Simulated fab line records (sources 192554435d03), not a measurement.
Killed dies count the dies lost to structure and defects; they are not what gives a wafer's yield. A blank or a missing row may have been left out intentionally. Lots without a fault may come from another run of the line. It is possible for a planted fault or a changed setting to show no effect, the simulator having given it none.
Problem report, 8D (eight disciplines) form, completed by code ; flow n5Finfet ; the parts of the form that need people (team, actions taken, sign-off) are left out

## 1. THE PROBLEM
COMB_M11 at N5_BEOL_M15_RC_MEAS_101 reads a mean of 2.8e-11 S/m on 1 wafer of 1 lot; wafers without a fault read 1.4e-11 S/m with a standard deviation of 3.3e-12. Measured from the usual mean, that is +4.2 standard deviations.
Seen first at day 14 15:43 on prober-01, wafer L511.1. Wafers with a number at this step in the record: 8, from 3 lots. Rule for "out", or "out of limits": more than 4 standard deviations from the usual mean. The other wafers with a number count as sound.

## 2. WHAT IT IS, WHAT IT ISN'T
question;is;is not
which readings at this step;COMB_M11;COMB_M10, COMB_M12, COMB_M14, COMB_M15, COMB_M5, COMB_M6, COMB_M6_max_site, COMB_M7, COMB_M8, COMB_M9, SERP_M10, SERP_M11, SERP_M12, SERP_M13, SERP_M13_max_site, SERP_M5, SERP_M6, SERP_M7, SERP_M8, SERP_M9
which lots;L511;L525, L526
which wafers of those lots;L511.1;L511.6
read on which gauges;prober-01;-
when;from day 14 15:43;"up to then (1 sound wafer); but 6 sound wafers of L525, L526 came after"

## 3. SUSPECTS, AND WHAT RULES EACH OUT
Counting: any tool at a process step up to the reading remains a suspect provided it ran every lot that is out. Sound lots after the first of them don't rule it out here, since some wafers of a struck lot are sound.
- the gauge at N5_BEOL_M15_RC_MEAS_101: kept. All the wafers that are out were read on prober-01, and no step on other tools shows them out.
- rieDiel-05 at N5_BEOL_M14_TRENCH_ETCH_34 (etches SiO2 in C4F8/O2/Ar, target depth 556.65 nm, time 126.9 s): kept. It ran the lot that is out, L511 (day 14 03:43).
- cmp-01 at N5_BEOL_M14_CMP_49 (polishes, stops on SiO2, t overpolish 5.2 s, target thk 560 nm): kept. It ran the lot that is out, L511 (day 14 08:36).
Left after counting: rieDiel-05 at N5_BEOL_M14_TRENCH_ETCH_34, cmp-01 at N5_BEOL_M14_CMP_49, prober-01 at N5_BEOL_M15_RC_MEAS_101.

## 4. THE CAUSE (what the simulator had put in)
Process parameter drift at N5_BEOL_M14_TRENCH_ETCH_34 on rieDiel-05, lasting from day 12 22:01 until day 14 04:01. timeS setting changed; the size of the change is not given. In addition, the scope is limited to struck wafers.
Counting left 3 suspects, and this tool is among them.

## 5. THE EFFECT CHAIN, in route order
Rows list readings where the struck wafers' mean (over those with a number) sits beyond 3 standard deviations from the usual. Only readings whose record carries a usual standard deviation are examined. hours: median over the lots of the time between each lot's start at the first step of this table that gives one and its start at this step. sigmas: the change, counted in usual standard deviations.
hours;step;reading;usual;on struck wafers;change;sigmas
0;N5_BEOL_M15_RC_MEAS_101;COMB_M11;1.4e-11 S/m;2.8e-11;+1.4e-11;+4.2
0;N5_BEOL_M15_RC_MEAS_101;SERP_M14;0.158 ohm/um;0.169;+0.011;+3.1
0;N5_BEOL_M15_RC_MEAS_101;SERP_M14_max_site;0.160 ohm/um;0.171;+0.011;+3.1

## 6. HOW IT WOULD HAVE BEEN CAUGHT EARLIER
The first out-of-limits reading at a measuring or inspecting step in this record came at day 14 15:43, 42 hours after the fault's start at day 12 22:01.
Tool readings at N5_BEOL_M14_TRENCH_ETCH_34 with a usual standard deviation given in the record: none out on any struck wafer, hence no alarm at a limit of 4 standard deviations on them.
By day 14 15:43, every lot that is out (1) had started N5_BEOL_M14_TRENCH_ETCH_34 on rieDiel-05. Holding the tool at that point would not have protected any of them.
